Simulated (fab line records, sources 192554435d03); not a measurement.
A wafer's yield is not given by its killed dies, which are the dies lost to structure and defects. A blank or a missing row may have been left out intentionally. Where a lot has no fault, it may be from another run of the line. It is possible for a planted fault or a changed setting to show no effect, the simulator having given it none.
fab line records	flow n5Finfet
record lots=7	wafers=21
route steps=1938 shown MOL_CONTACT_COAG@595 BEOL_M0_SAQP@635 BEOL_M1@779 BEOL_M2@918 BEOL_M4@1021
startH: hours from the record's first day to the start of the lot's first wafer shown	waitH: hours elapsed since this lot's preceding step	" the same as in the row above	L1.1+2: one row covering several wafers at once	- no value present, or no start provided	* or withheld: withheld	< > ~ a bound
route shown NAME@n: names a module that has steps shown in the file, with the first one's number in the route	usual: mean and standard deviation over wafers with no fault	same: alike in all rows	chamber/n: place in a boat	sites: per-site readings	_std_site: standard deviation of those values	_edge_site: inner sites' mean taken away from outer sites' mean	radiusMm: how far each site lies from the wafer's centre	mask NAME#n: copy n	behind: the last tool/chamber to shape the wafer	hold: reason for holding the lot/hours on hold/outcome of the hold	device: which transistor (n, p or np) failed to switch	end of line: tests run on the same wafers once the route is complete	where a step has no rows: the recipe by itself	killed: count of dies lost to structure and defects at first sort (not the wafer's yield)	map: per-die view of a wafer (x killed, . not killed, _ where there is no die)
set.NAME: the run value of the setting; set.NAME@STEP: its run value at that earlier step	model.NAME: the simulator's own value behind a step, which no gauge read
one table per step and one row per wafer, for lots whose settings were changed on purpose
## steps
# step N5_MOL_CONTACT_COAG_COAT_64
# recipe resist=underlayer	tempC=205	timeS=60	spinRpm=1500	resistThkNm=10
lot.wafer	tool	chamber	startH	waitH	set.spinRpm	model.underlayer_of_MOL_CONTACT_COAG_COAT_64.thkNm
L075.2+5+6	lithoTrack-02	0	-	-	1500	10
L076.4+5	lithoTrack-01	0	-	-	1362	10.4
L076.6	"	0	"	"	1500	10
L081.2	lithoTrack-05	0	-	-	1500	10
L081.3+4	"	0	"	"	1381	10.4
L082.1+3+5	lithoTrack-02	0	-	-	1500	10
L083.4+5	lithoTrack-02	0	-	-	1500	10
L083.6	"	0	"	"	1655	9.6
L096.2+3+4	lithoTrack-02	0	-	-	1500	10
L097.2	lithoTrack-01	0	-	-	1602	9.6
L097.3+5	"	0	"	"	1500	10
# step N5_MOL_CONTACT_COAG_COAT_34
# recipe resist=CAR-EUV	spinRpm=1500	resistThkNm=40
# step N5_MOL_CONTACT_COAG_EBR_36
# recipe solvent=PGMEA	ebrWidthMm=1.5
# step N5_MOL_CONTACT_COAG_DESCUM_45
# recipe chemistry=O2	timeS=7	sourcePowerW=50	biasPowerW=20	pressureMtorr=20	rfFrequencyHz=2.712e+07	tempC=40	resist=CAR-EUV	o2FlowSccm=225
# step N5_MOL_CONTACT_COAG_ETCH_65
# recipe chemistry=N2/H2	target=underlayer	targetDepthA=130	maskMaterial=CAR-EUV	timeS=10.4	ionEnergyEv=200	pressureMtorr=30	sourceW=840	biasW=150	n2FlowSccm=200	h2FlowSccm=200	ends=cleared
lot.wafer	tool	chamber	startH	waitH	set.spinRpm@MOL_CONTACT_COAG_COAT_64	model.etch.depthNm
L075.2	rieDiel-03	0	104.30	0.0	1500	10.09
L075.5	"	1	"	"	1500	10.02
L075.6	"	0	"	"	1500	10.05
L076.4	rieDiel-03	3	111.81	0.0	1362	10.5
L076.5	"	2	"	"	1362	10.48
L076.6	"	1	"	"	1500	9.96
L081.2	rieDiel-02	3	141.42	0.0	1500	9.98
L081.3	"	2	"	"	1381	10.4
L081.4	"	0	"	"	1381	10.43
L082.1+5	rieDiel-02	2,3	146.12	0.0	1500	10.01
L082.3	"	3	"	"	1500	10
L083.4	rieDiel-02	2	150.43	0.0	1500	10.02
L083.5	"	3	"	"	1500	10.03
L083.6	"	0	"	"	1655	9.547
L096.2	rieDiel-06	0	229.65	0.0	1500	10.01
L096.3	"	2	"	"	1500	10
L096.4	"	1	"	"	1500	9.993
L097.2	rieDiel-02	3	236.06	0.0	1602	9.676
L097.3	"	1	"	"	1500	10.01
L097.5	"	0	"	"	1500	9.995
# step N5_MOL_CONTACT_COAG_ETCH_66
# recipe chemistry=CF4	target=SiARC	targetDepthA=130	maskMaterial=CAR-EUV	timeS=21.7	ionEnergyEv=80	pressureMtorr=40	sourceW=545	biasW=36	Ar_flow_sccm=100	cf4FlowSccm=100	ends=cleared
lot.wafer	tool	chamber	startH	waitH	set.spinRpm@MOL_CONTACT_COAG_COAT_64	model.CAR-EUV_of_MOL_CONTACT_COAG_COAT_34.thkNm
L075.2+5+6	rieDiel-03	0,1,0	104.32	0.0	1500	16.8
L076.4	rieDiel-03	3	111.83	0.0	1362	16.6
L076.5	"	2	"	"	1362	16.4
L076.6	"	1	"	"	1500	16.8
L081.2	rieDiel-02	3	141.44	0.0	1500	17
L081.3	"	2	"	"	1381	16.4
L081.4	"	0	"	"	1381	16.6
L082.1+3+5	rieDiel-02	2,3,3	146.14	0.0	1500	17
L083.4+5	rieDiel-02	2,3	150.47	0.0	1500	17
L083.6	"	0	"	"	1655	17.6
L096.2+3	rieDiel-06	0,2	229.67	0.0	1500	17
L096.4	"	1	"	"	1500	17.2
L097.2	rieDiel-02	3	236.08	0.0	1602	17.4
L097.3	"	1	"	"	1500	17
L097.5	"	0	"	"	1500	17.2
# step N5_MOL_CONTACT_COAG_ALD_133
# recipe material=SiO2	targetThkA=50	tempC=100	aldPrecursorFamily=BDEAS	aldCoReactant=O2-plasma	pulseTimeS=1	coReactantPulseTimeS=1	purgeTimeS=2	coReactantPurgeTimeS=2	aldCycles=35	pressureTorr=2
# step N5_MOL_CONTACT_COAG_ETCHBACK_134
# recipe chemistry=CHF3	target=SiO2	targetDepthA=100	timeS=6.7	ionEnergyEv=200	pressureMtorr=30	sourceW=610	biasW=170	Ar_flow_sccm=200	CHF3_flow_sccm=50
lot.wafer	tool	chamber	startH	waitH	set.spinRpm@MOL_CONTACT_COAG_COAT_64	model.CAR-EUV_of_MOL_CONTACT_COAG_COAT_34.thkNm
L075.2+5+6	rieDiel-06	3,3,0	104.58	0.1	1500	15.4
L076.4	rieDiel-06	0	112.31	0.3	1362	15.2
L076.5	"	2	"	"	1362	14.8
L076.6	"	3	"	"	1500	15.4
L081.2	rieDiel-06	0	141.70	0.1	1500	15.6
L081.3	"	2	"	"	1381	15
L081.4	"	2	"	"	1381	15.2
L082.1+3+5	rieDiel-02	0,2,2	146.40	0.1	1500	15.6
L083.4+5	rieDiel-02	0,1	150.85	0.2	1500	15.6
L083.6	"	2	"	"	1655	16.2
L096.2+3	rieDiel-03	0,3	229.92	0.1	1500	15.6
L096.4	"	2	"	"	1500	15.8
L097.2	rieDiel-06	0	236.69	0.5	1602	16
L097.3	"	2	"	"	1500	15.6
L097.5	"	3	"	"	1500	15.8
# step N5_BEOL_M0_SAQP_PECVD_03
# recipe material=SiCN	targetThkA=120	tempC=withheld	precursor=3MS/NH3	pressureTorr=3	rfW=202	timeS=21.1
lot.wafer	tool	chamber	startH	waitH	set.timeS	model.SiCN_of_BEOL_M0_SAQP_PECVD_03.thkNm
L075.2+5+6	pecvd-01	0,0,1	109.61	0.1	21.1	12.2
L076.4	pecvd-03	0	117.26	0.1	21.1	11.6
L076.5	"	1	"	"	21.1	12
L076.6	"	2	"	"	21.1	11.8
L081.2	pecvd-02	2	154.08	0.1	21.1	12.2
L081.3	"	0	"	"	21.1	12
L081.4	"	2	"	"	24.12	13.6
L082.1	pecvd-03	0	154.76	0.1	23.12	13
L082.3	"	2	"	"	21.1	12
L082.5	"	2	"	"	21.1	12.2
L083.4	pecvd-03	1	157.63	0.0	21.1	12.4
L083.5+6	"	2,0	"	"	21.1	12.2
L096.2	pecvd-03	1	236.38	0.1	21.1	12
L096.3	"	2	"	"	22.56	12.6
L096.4	"	1	"	"	22.56	13
L097.2+3	pecvd-03	0,2	242.35	0.1	21.1	12
L097.5	"	1	"	"	22.87	13.4
# step N5_BEOL_M0_SAQP_PECVD_96
# recipe material=a-Si	targetThkA=450	tempC=350	precursor=SiH4/He	pressureTorr=3	rfW=100	timeS=45.2
# step N5_BEOL_M0_SAQP_PECVD_97
# recipe material=SiNx	targetThkA=230	tempC=350	precursor=SiH4/NH3/N2	pressureTorr=1.5	rfW=300	timeS=19.9
# step N5_BEOL_M0_SAQP_ETCH_101
# recipe chemistry=CH3F/O2	target=SiNx	maskMaterial=SiO2	targetDepthA=299	timeS=42.7	pressureMtorr=30	sourceW=395	biasW=73	Ar_flow_sccm=150	CH3F_flow_sccm=30	O2_flow_sccm=20	ionEnergyEv=120
# step N5_BEOL_M0_SAQP_ETCH_102
# recipe chemistry=CF4	target=SiO2	targetDepthA=40	ionEnergyEv=350	timeS=4.4	pressureMtorr=10	icpW=800	biasW=400	cf4FlowSccm=80
# step N5_BEOL_M0_SAQP_MANDREL_ETCH_103
# recipe chemistry=HBr/Cl2	target=a-Si	targetDepthA=450	btTimeS=10	stopOn=SiCN	maskMaterial=SiO2	overEtchFrac=0.8	timeS=27	pressureMtorr=10	icpW=800	biasW=75	HBr_flow_sccm=150	Cl2_flow_sccm=80	ends=endPoint
lot.wafer	tool	chamber	startH	waitH	set.timeS@BEOL_M0_SAQP_PECVD_03	model.SiCN_of_BEOL_M0_SAQP_PECVD_03.thkNm
L075.2+6	rieSi-01	1,2	112.37	0.0	21.1	9
L075.5	"	1	"	"	21.1	9.2
L076.4	rieSi-02	1	119.96	0.0	21.1	8.6
L076.5+6	"	1,2	"	"	21.1	8.8
L081.2+3	rieSi-01	0,3	156.74	0.0	21.1	9
L081.4	"	1	"	"	24.12	10.6
L082.1	rieSi-03	1	157.43	0.0	23.12	10
L082.3	"	2	"	"	21.1	8.8
L082.5	"	3	"	"	21.1	9.2
L083.4	rieSi-03	2	160.83	0.0	21.1	9.4
L083.5	"	3	"	"	21.1	9.2
L083.6	"	2	"	"	21.1	9
L096.2	rieSi-01	2	238.94	0.0	21.1	9
L096.3	"	3	"	"	22.56	9.6
L096.4	"	1	"	"	22.56	10
L097.2+3	rieSi-01	1,2	247.28	0.0	21.1	8.8
L097.5	"	1	"	"	22.87	10.4
# step N5_BEOL_M0_SAQP_ETCH_106
# recipe chemistry=N2/H2	target=SOC	targetDepthA=1500	stopOn=SiNx	ionEnergyEv=100	biasW=61	pressureMtorr=30	sourceW=850	n2FlowSccm=200	h2FlowSccm=200
lot.wafer	tool	chamber	startH	waitH	set.targetDepthA	model.SOC_of_BEOL_M0_SAQP_COAT_105.thkNm
L075.2+6	rieDiel-01	2	112.97	-	1500	24.4
L075.5	"	0	"	"	1500	23.4
L076.4	rieDiel-05	0	120.75	-	1340	36
L076.5	"	2	"	"	1500	23.4
L076.6	"	3	"	"	1500	21.8
L081.2	rieDiel-05	2	157.37	-	1500	23.4
L081.3+4	"	1,3	"	"	1500	23
L082.1	rieDiel-04	3	157.96	-	1422	28.2
L082.3	"	1	"	"	1422	24.6
L082.5	"	2	"	"	1422	26
L083.4	rieDiel-05	2	161.36	-	1339	30.8
L083.5	"	1	"	"	1339	30.6
L083.6	"	2	"	"	1500	23.4
L096.2	rieDiel-04	1	239.53	-	1605	16.4
L096.3	"	0	"	"	1500	21.8
L096.4	"	3	"	"	1500	22.2
L097.2	rieDiel-05	3	247.98	-	1426	27
L097.3	"	1	"	"	1426	28
L097.5	"	3	"	"	1500	23.6
# step N5_BEOL_M0_SAQP_ETCH_107
# recipe chemistry=CH3F/O2	target=SiNx	targetDepthA=300	maskMaterial=SOC	pressureMtorr=30	sourceW=395	biasW=73	Ar_flow_sccm=150	CH3F_flow_sccm=30	O2_flow_sccm=20	ionEnergyEv=120
# step N5_BEOL_M0_SAQP_STRIP_108
# recipe chemistry=N2/H2	powerW=500	tempC=40	pressureMtorr=50	rfFrequencyHz=6e+07	overashFraction=0.3	biasPowerW=28	h2Frac=0.5	n2FlowSccm=300	h2FlowSccm=300
# step N5_BEOL_M0_SAQP_RECESS_109
# recipe chemistry=HF/NH3	target=SiO2	targetDepthA=30	afsCycles=1	tempC=30	sublimationTempC=180	sublimationTimeS=60
lot.wafer	tool	chamber	startH	waitH	set.timeS@BEOL_M0_SAQP_PECVD_03	model.SiCN_of_BEOL_M0_SAQP_PECVD_03.thkNm
L075.2+5+6	vaporEtch-02	1,1,0	113.53	0.4	21.1	8.8
L076.4	vaporEtch-02	0	120.95	0.1	21.1	8.2
L076.5+6	"	1,0	"	"	21.1	8.4
L081.2+3	vaporEtch-02	1,0	157.54	0.0	21.1	8.6
L081.4	"	1	"	"	24.12	10.2
L082.1	vaporEtch-02	0	158.12	0.0	23.12	9.8
L082.3	"	0	"	"	21.1	8.6
L082.5	"	1	"	"	21.1	8.8
L083.4	vaporEtch-02	0	161.56	0.1	21.1	9
L083.5+6	"	1,0	"	"	21.1	8.8
L096.2	vaporEtch-02	0	239.69	0.0	21.1	8.6
L096.3	"	1	"	"	22.56	9.2
L096.4	"	0	"	"	22.56	9.8
L097.2	vaporEtch-02	1	248.14	0.0	21.1	8.6
L097.3	"	1	"	"	21.1	8.4
L097.5	"	0	"	"	22.87	10
# step N5_BEOL_M1_COAT_76
# recipe resist=underlayer	tempC=205	timeS=60	spinRpm=1500	resistThkNm=5
lot.wafer	tool	chamber	startH	waitH	set.spinRpm
L075.2+5+6	lithoTrack-03	0	-	-	1500
L076.4+5+6	lithoTrack-02	0	-	-	1500
L082.1+5	lithoTrack-02	0	-	-	1622
L082.3	"	0	"	"	1500
L081.2+4	lithoTrack-03	0	-	-	1500
L081.3	"	0	"	"	1595
L083.4+5	lithoTrack-03	0	-	-	1500
L083.6	"	0	"	"	1396
L096.2+3+4	lithoTrack-02	0	-	-	1500
L097.2	lithoTrack-01	0	-	-	1500
L097.3+5	"	0	"	"	1353
# step N5_BEOL_M1_EXPOSE_25
# recipe maskId=V0	na=0.33	sourceShape=quasar	sigmaInner=0.2	sigmaOuter=0.8	polarization=unpolarized	defocusNm=5	targetCdNm=24	doseMj=63
lot.wafer	tool	chamber	startH	waitH	mask	set.doseMj
L075.2+5+6	euvScanner-01	0	128.79	-	V0#0	63
L076.4+5+6	euvScanner-01	0	131.94	-	V0#0	63
L082.1+5	euvScanner-01	0	171.38	-	V0#0	65.36
L082.3	"	0	"	"	V0#0	63
L081.2+4	euvScanner-02	0	171.57	-	V0#0	63
L081.3	"	0	"	"	V0#0	64.88
L083.4+6	euvScanner-02	0	179.56	-	V0#0	67.22
L083.5	"	0	"	"	V0#0	63
L096.2+4	euvScanner-01	0	251.61	-	V0#0	58.89
L096.3	"	0	"	"	V0#0	63
L097.2+3+5	euvScanner-01	0	260.18	-	V0#0	63
# step N5_BEOL_M1_PEB_26
# recipe pebTempC=100	pebTimeS=60	resist=CAR-EUV
# step N5_BEOL_M1_DEVELOP_27
# recipe developTimeS=30	developer=TMAH	resist=CAR-EUV	rinseLiquid=surfactantRinse	dry=airSpin	devTempC=23
# step N5_BEOL_M1_CD_MEAS_28
# recipe landingEnergyEv=500	detector=seInlens	targetCdYNm=23.3
# usual cdNm=23.98/0.23
lot.wafer	tool	chamber	startH	waitH	set.doseMj@BEOL_M1_EXPOSE_25	cdNm
L075.2	cdSem-03	0	128.93	-	63	23.73
L075.5	"	0	"	"	63	23.75
L075.6	"	0	"	"	63	23.97
L076.4	cdSem-01	0	132.06	-	63	24.44
L076.5	"	0	"	"	63	23.99
L076.6	"	0	"	"	63	23.88
L082.1	cdSem-01	0	171.52	-	65.36	24.44
L082.3	"	0	"	"	63	23.89
L082.5	"	0	"	"	65.36	24.34
L081.2	cdSem-02	0	171.71	-	63	24.20
L081.3	"	0	"	"	64.88	24.71
L081.4	"	0	"	"	63	24.23
L083.4	cdSem-03	0	179.68	-	67.22	25.67
L083.5	"	0	"	"	63	24.38
L083.6	"	0	"	"	67.22	25.37
L096.2	cdSem-03	0	251.75	-	58.89	22.43
L096.3	"	0	"	"	63	23.99
L096.4	"	0	"	"	58.89	22.53
L097.2	cdSem-01	0	260.31	-	63	24.06
L097.3	"	0	"	"	63	24.01
L097.5	"	0	"	"	63	24.13
# step N5_BEOL_M1_DESCUM_33
# recipe chemistry=O2	timeS=7	sourcePowerW=50	biasPowerW=20	pressureMtorr=20	rfFrequencyHz=2.712e+07	tempC=40	resist=CAR-EUV	o2FlowSccm=225
# step N5_BEOL_M1_ETCH_77
# recipe chemistry=N2/H2	target=underlayer	targetDepthA=65	maskMaterial=CAR-EUV	timeS=5.2	ionEnergyEv=200	pressureMtorr=30	sourceW=840	biasW=150	n2FlowSccm=200	h2FlowSccm=200	ends=cleared
lot.wafer	tool	chamber	startH	waitH	set.spinRpm@BEOL_M1_COAT_76	model.etch.depthNm
L075.2	rieDiel-04	1	129.39	0.0	1500	4.99
L075.5	"	1	"	"	1500	4.985
L075.6	"	0	"	"	1500	4.981
L076.4	rieDiel-04	3	132.25	0.0	1500	5
L076.5	"	0	"	"	1500	5.007
L076.6	"	1	"	"	1500	4.998
L082.1	rieDiel-04	0	171.68	0.0	1622	4.822
L082.3	"	1	"	"	1500	5.004
L082.5	"	0	"	"	1622	4.821
L081.2	rieDiel-04	2	172.10	0.0	1500	5.002
L081.3	"	0	"	"	1595	4.846
L081.4	"	3	"	"	1500	5.003
L083.4	rieDiel-04	0	180.20	0.0	1500	5.009
L083.5	"	2	"	"	1500	5.012
L083.6	"	1	"	"	1396	5.196
L096.2	rieDiel-01	2	251.91	0.0	1500	4.991
L096.3	"	3	"	"	1500	4.975
L096.4	"	1	"	"	1500	4.983
L097.2	rieDiel-04	1	260.47	0.0	1500	5.016
L097.3	"	3	"	"	1353	5.293
L097.5	"	3	"	"	1353	5.267
# step N5_BEOL_M1_ETCH_69
# recipe chemistry=CF4	target=SiARC	targetDepthA=156	maskMaterial=CAR-EUV	timeS=26	ionEnergyEv=80	pressureMtorr=40	sourceW=545	biasW=36	Ar_flow_sccm=100	cf4FlowSccm=100	ends=cleared
# step N5_BEOL_M1_ALD_98
# recipe material=SiO2	targetThkA=25	tempC=100	aldPrecursorFamily=BDEAS	aldCoReactant=O2-plasma	pulseTimeS=1	coReactantPulseTimeS=1	purgeTimeS=2	coReactantPurgeTimeS=2	aldCycles=17	pressureTorr=2
# step N5_BEOL_M1_STRIP_71
# recipe chemistry=N2/H2	tempC=40	n2FlowSccm=200	h2FlowSccm=200	rfFrequencyHz=6e+07
# step N5_BEOL_M1_STRIP_78
# recipe chemistry=N2/H2	tempC=40	n2FlowSccm=200	h2FlowSccm=200	rfFrequencyHz=6e+07
# step N5_BEOL_M1_VIA_ETCH_34
# recipe chemistry=C4F6/O2	targetDepthA=678	maskMaterial=SOC	pressureMtorr=15	ionEnergyEv=250	taperDeg=4	timeS=64.4	sourceW=350	biasW=170	Ar_flow_sccm=300	C4F6_flow_sccm=10	O2_flow_sccm=10
lot.wafer	tool	chamber	startH	waitH	set.doseMj@BEOL_M1_EXPOSE_25	model.BEOL_M1.cdNm
L075.2	rieDiel-01	1	135.25	0.0	63	17.4
L075.5	"	3	"	"	63	17.8
L075.6	"	1	"	"	63	17.6
L076.4+5	rieDiel-01	2,3	137.48	0.0	63	18.2
L076.6	"	1	"	"	63	17.8
L081.2	rieDiel-01	2	174.55	0.0	63	18
L081.3	"	3	"	"	64.88	18.4
L081.4	"	3	"	"	63	18.2
L082.1	rieDiel-05	1	179.93	0.0	65.36	18.4
L082.3	"	0	"	"	63	18
L082.5	"	0	"	"	65.36	18.8
L083.4+6	rieDiel-01	3,1	183.28	0.0	67.22	19.4
L083.5	"	2	"	"	63	18
L097.2	rieDiel-01	0	270.73	0.0	63	18
L097.3	"	3	"	"	63	17.6
L097.5	"	1	"	"	63	18.2
L096.2	rieDiel-04	3	274.90	0.0	58.89	16.4
L096.3	"	1	"	"	63	18.2
L096.4	"	0	"	"	58.89	17.2
# step N5_BEOL_M2_SPUTTER_94
# recipe material=Cu	targetThkA=45	tempC=-20	chamberPressurePa=0.07	powerW=withheld	timeS=8.29
lot.wafer	tool	chamber	startH	waitH	set.timeS	model.Cu_of_BEOL_M2_SPUTTER_94.thkNm
L075.2	pvdSputter-03	-	148.03	0.1	8.29	4.8
L075.5+6	"	-	"	"	8.29	4.6
L076.4	pvdSputter-02	-	153.58	0.1	8.29	4.6
L076.5+6	"	-	"	"	7.476	4.2
L081.2	pvdSputter-02	-	191.55	0.1	8.29	4.6
L081.3	"	-	"	"	7.551	4
L081.4	"	-	"	"	7.551	-
L082.1+5	pvdSputter-02	-	195.67	0.1	7.828	4.4
L082.3	"	-	"	"	7.828	-
L083.4	pvdSputter-02	-	200.23	0.1	9.171	-
L083.5	"	-	"	"	9.171	4.8
L083.6	"	-	"	"	8.29	-
L097.2	pvdSputter-01	-	284.19	0.1	8.29	4.4
L097.3	"	-	"	"	9.052	-
L097.5	"	-	"	"	9.052	5
L096.2	pvdSputter-03	-	287.21	0.1	8.29	-
L096.3	"	-	"	"	8.29	4.4
L096.4	"	-	"	"	7.271	-
# step N5_BEOL_M4_ILD_DEP_00
# recipe material=SiOC	targetThkA=790	tempC=350	precursor=DEMS/O2	pressureTorr=5	rfW=500	timeS=15.3
lot.wafer	tool	chamber	startH	waitH	set.timeS	model.SiOC_of_BEOL_M4_ILD_DEP_00.thkNm
L076.4	pecvd-04	2	169.28	0.1	16.74	88
L076.5	"	0	"	"	16.74	86.2
L076.6	"	1	"	"	15.3	78.6
L075.2	pecvd-04	1	171.17	0.0	15.3	78.6
L075.5	"	2	"	"	15.3	80.4
L075.6	"	1	"	"	15.3	79
L081.2	pecvd-03	2	210.08	0.0	15.3	78.8
L081.3	"	1	"	"	15.3	77.4
L081.4	"	2	"	"	15.3	80.2
L083.4	pecvd-04	2	210.59	0.1	15.3	79.6
L083.5	"	1	"	"	14.13	73.2
L083.6	"	0	"	"	15.3	78.6
L082.1	pecvd-01	2	211.92	0.0	16.38	83.8
L082.3+5	"	1,2	"	"	15.3	79.6
L097.2	pecvd-03	2	293.68	0.0	15.3	79.2
L097.3	"	1	"	"	15.3	78
L097.5	"	2	"	"	15.3	80.4
L096.2	pecvd-04	1	302.22	0.0	15.3	77.4
L096.3	"	2	"	"	13.62	70
L096.4	"	0	"	"	15.3	79.6
# step N5_BEOL_M4_THK_MEAS_01
# recipe reads=SiOC_of_BEOL_M4_ILD_DEP_00
# usual M4_ILD_THK=79.2/1
lot.wafer	tool	chamber	startH	waitH	set.timeS@BEOL_M4_ILD_DEP_00	M4_ILD_THK[nm]
L076.4	filmMetro-02	-	169.34	0.0	16.74	88.0
L076.5	"	-	"	"	16.74	86.2
L076.6	"	-	"	"	15.3	78.6
L075.2	filmMetro-02	-	171.24	0.1	15.3	78.6
L075.5	"	-	"	"	15.3	80.4
L075.6	"	-	"	"	15.3	79.0
L081.2	filmMetro-02	-	210.15	0.1	15.3	78.9
L081.3	"	-	"	"	15.3	77.5
L081.4	"	-	"	"	15.3	80.1
L083.4	filmMetro-02	-	210.64	0.0	15.3	79.7
L083.5	"	-	"	"	14.13	73.1
L083.6	"	-	"	"	15.3	78.5
L082.1	filmMetro-01	-	211.99	0.0	16.38	83.9
L082.3	"	-	"	"	15.3	79.6
L082.5	"	-	"	"	15.3	79.6
L097.2	filmMetro-01	-	293.75	0.1	15.3	79.3
L097.3	"	-	"	"	15.3	78.0
L097.5	"	-	"	"	15.3	80.4
L096.2	filmMetro-02	-	302.28	0.1	15.3	77.5
L096.3	"	-	"	"	13.62	70.0
L096.4	"	-	"	"	15.3	79.6
## key
split step=N5_MOL_CONTACT_COAG_COAT_64	setting=spinRpm	stated=1500	by=wafer
response step=N5_MOL_CONTACT_COAG_COAT_64	reading=model.underlayer_of_MOL_CONTACT_COAG_COAT_64.thkNm	change=-0.0456	per=1%	r=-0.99
response step=N5_MOL_CONTACT_COAG_ETCH_65	reading=model.etch.depthNm	change=-0.0514	per=1%	r=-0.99
response step=N5_MOL_CONTACT_COAG_ETCH_66	reading=model.CAR-EUV_of_MOL_CONTACT_COAG_COAT_34.thkNm	change=+0.0498	per=1%	r=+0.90
response step=N5_MOL_CONTACT_COAG_ETCHBACK_134	reading=model.CAR-EUV_of_MOL_CONTACT_COAG_COAT_34.thkNm	change=+0.0529	per=1%	r=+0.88
split step=N5_BEOL_M0_SAQP_PECVD_03	setting=timeS	stated=21.1	by=wafer
response step=N5_BEOL_M0_SAQP_PECVD_03	reading=model.SiCN_of_BEOL_M0_SAQP_PECVD_03.thkNm	change=+0.114	per=1%	r=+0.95
response step=N5_BEOL_M0_SAQP_MANDREL_ETCH_103	reading=model.SiCN_of_BEOL_M0_SAQP_PECVD_03.thkNm	change=+0.124	per=1%	r=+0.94
response step=N5_BEOL_M0_SAQP_RECESS_109	reading=model.SiCN_of_BEOL_M0_SAQP_PECVD_03.thkNm	change=+0.126	per=1%	r=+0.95
split step=N5_BEOL_M0_SAQP_ETCH_106	setting=targetDepthA	stated=1500	by=wafer
response step=N5_BEOL_M0_SAQP_ETCH_106	reading=model.SOC_of_BEOL_M0_SAQP_COAT_105.thkNm	change=-0.925	per=1%	r=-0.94
split step=N5_BEOL_M1_COAT_76	setting=spinRpm	stated=1500	by=wafer
response step=N5_BEOL_M1_ETCH_77	reading=model.etch.depthNm	change=-0.0254	per=1%	r=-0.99
split step=N5_BEOL_M1_EXPOSE_25	setting=doseMj	stated=63	by=wafer
response step=N5_BEOL_M1_CD_MEAS_28	reading=cdNm	change=+0.189	per=1%	r=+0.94
response step=N5_BEOL_M1_VIA_ETCH_34	reading=model.BEOL_M1.cdNm	change=+0.196	per=1%	r=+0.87
split step=N5_BEOL_M2_SPUTTER_94	setting=timeS	stated=8.29	by=wafer
response step=N5_BEOL_M2_SPUTTER_94	reading=model.Cu_of_BEOL_M2_SPUTTER_94.thkNm	change=+0.055	per=1%	r=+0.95
split step=N5_BEOL_M4_ILD_DEP_00	setting=timeS	stated=15.3	by=wafer
response step=N5_BEOL_M4_ILD_DEP_00	reading=model.SiOC_of_BEOL_M4_ILD_DEP_00.thkNm	change=+0.782	per=1%	r=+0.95
response step=N5_BEOL_M4_THK_MEAS_01	reading=M4_ILD_THK	change=+0.785	per=1%	r=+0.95
